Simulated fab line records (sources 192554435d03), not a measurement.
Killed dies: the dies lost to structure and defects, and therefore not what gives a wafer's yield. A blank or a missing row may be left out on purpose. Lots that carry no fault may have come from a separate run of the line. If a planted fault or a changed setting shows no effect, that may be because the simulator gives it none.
Which tool did it? :: flow n5Finfet :: at 1 step of a route of 1938, 10 lots with 30 wafers sampled

## WHAT EACH GAUGE READ, for each wafer
N5_BEOL_M9_INSPECT_30: inspects for defects (brightfield).
lot: L160
measured: day 9 07:39
on: defectInspect-01
rawDefectCount: 363 307 360

lot: L161
measured: day 9 18:27
on: defectInspect-02
rawDefectCount: 293 211 202

lot: L162
measured: day 9 23:16
on: defectInspect-02
rawDefectCount: 606 494 451

lot: L163
measured: day 10 06:31
on: defectInspect-01
rawDefectCount: 420 506 650

lot: L164
measured: day 10 07:01
on: defectInspect-01
rawDefectCount: 359 352 275

lot: L171
measured: day 12 03:34
on: defectInspect-02
rawDefectCount: 368 366 648

lot: L170
measured: day 12 05:22
on: defectInspect-01
rawDefectCount: 340 473 272

lot: L172
measured: day 12 18:47
on: defectInspect-01
rawDefectCount: 310 397 305

lot: L173
measured: day 13 07:58
on: defectInspect-01
rawDefectCount: 546 472 510

lot: L174
measured: day 13 11:20
on: defectInspect-01
rawDefectCount: 294 464 405

## WHAT TOOL EACH LOT RAN ON (gives the tool, then ch and the chambers of the sampled wafers, and finally the start)
Before these readings, the record contains no process step.

## THE ANSWER, worked out from the rows above alone
Rule: what is usual is taken from the lots themselves. Put in order of their means at a reading, lots are off if they are a third of the lots or fewer, leave a main group of 4 or more, and stand apart from it by a gap of 3 or more times the standard deviation of the main group's means; of several such gaps the widest counts. If all means in a main group match to the digits the tables above print for the reading, that group is not used. Also off: a lot with no number at a reading for which 4 or more lots have one. Where the step has rows for the other lots, those lots are counted as sound.
Across all readings shown, no lot is off: no conclusion can be drawn from this.

## WHAT HAD BEEN PUT IN BY THE SIMULATOR
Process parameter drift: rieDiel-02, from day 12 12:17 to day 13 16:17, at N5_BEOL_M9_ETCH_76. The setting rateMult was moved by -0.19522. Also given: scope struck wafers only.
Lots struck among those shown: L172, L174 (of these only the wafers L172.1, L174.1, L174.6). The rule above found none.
